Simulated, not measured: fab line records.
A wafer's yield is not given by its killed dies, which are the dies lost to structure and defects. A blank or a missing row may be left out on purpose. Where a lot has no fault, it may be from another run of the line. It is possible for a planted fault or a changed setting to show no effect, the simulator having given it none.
Chamber matching | flow n5_finfet | rie_si-05 running N5_DUMMY_GATE_TRIM_49: 4 sister chambers
The step chemistry O2, time 29 s, target cd 14 nm. 18 wafers are shown with their chamber, then 9 later ones without.

## WAFERS, EACH WITH ITS CHAMBER
wafer  | chamber | throttle_valve_pct (%) | drypump_motor_current_A (A) | oes_product_au (a.u.)
L075.2 | 3       | 8.36                   | 5.3                         | 1.009
L075.3 | 0       | 8.14                   | 5.8                         | 1.012
L075.5 | 3       | 8.34                   | 5.3                         | 1.010
L076.1 | 1       | 8.03                   | 5.4                         | 1.019
L076.2 | 3       | 8.33                   | 5.4                         | 1.005
L076.3 | 0       | 8.15                   | 5.9                         | 0.996
L076.4 | 2       | 7.98                   | 5.9                         | 1.014
L076.5 | 2       | 7.96                   | 5.9                         | 1.018
L076.6 | 3       | 8.34                   | 5.3                         | 1.005
L081.2 | 0       | 8.15                   | 5.9                         | 0.999
L081.3 | 3       | 8.34                   | 5.3                         | 1.007
L081.5 | 1       | 8.03                   | 5.4                         | 1.006
L080.1 | 0       | 8.14                   | 5.8                         | 1.000
L080.2 | 3       | 8.35                   | 5.4                         | 1.009
L080.6 | 2       | 7.98                   | 5.9                         | 1.018
L083.2 | 0       | 8.14                   | 5.9                         | 0.985
L083.3 | 3       | 8.32                   | 5.3                         | 1.004
L083.5 | 2       | 7.96                   | 5.8                         | 1.008

SIGNATURES (means of the wafers above)
reading                 | chamber 0 | chamber 1 | chamber 2 | chamber 3 | scatter within a chamber
throttle_valve_pct      | 8.1440    | 8.0300    | 7.9700    | 8.3400    | 0.0104
drypump_motor_current_A | 5.860     | 5.400     | 5.875     | 5.329     | 0.0491
oes_product_au          | 0.99840   | 1.01250   | 1.01450   | 1.00700   | 0.00632
Rule: a wafer lies at a distance from a chamber equal to the root of the sum of squares, over the readings, of (its reading less the chamber's mean, divided by the reading's scatter). If the next closest chamber is less than 2 further off than the closest, the wafer can't be placed; otherwise it belongs to the closest. The scatter is the square root of a quotient: the sum, over the shown wafers, of each reading's squared deviation from its chamber's mean, divided by wafers minus chambers.

## WAFERS WITHOUT THEIR CHAMBER
wafer  | throttle_valve_pct (%) | drypump_motor_current_A (A) | oes_product_au (a.u.)
L089.2 | 8.14                   | 5.8                         | 0.984
L089.4 | 7.96                   | 5.8                         | 1.016
L089.5 | 8.14                   | 5.9                         | 0.985
L096.3 | 8.33                   | 5.4                         | 0.995
L096.5 | 8.14                   | 5.8                         | 0.991
L096.6 | 8.33                   | 5.4                         | 1.002
L097.1 | 8.03                   | 5.4                         | 1.003
L097.5 | 7.96                   | 5.9                         | 1.016
L097.6 | 8.33                   | 5.3                         | 1.010

## THE CHAMBER EACH PASSED THROUGH
wafer  | from the rows above | in truth
L089.2 | 0                   | 0
L089.4 | 2                   | 2
L089.5 | 0                   | 0
L096.3 | 3                   | 3
L096.5 | 0                   | 0
L096.6 | 3                   | 3
L097.1 | 1                   | 1
L097.5 | 2                   | 2
L097.6 | 3                   | 3
Correct placement for 9 of the 9. Not placeable from these rows: 0. Wrongly placed: 0.
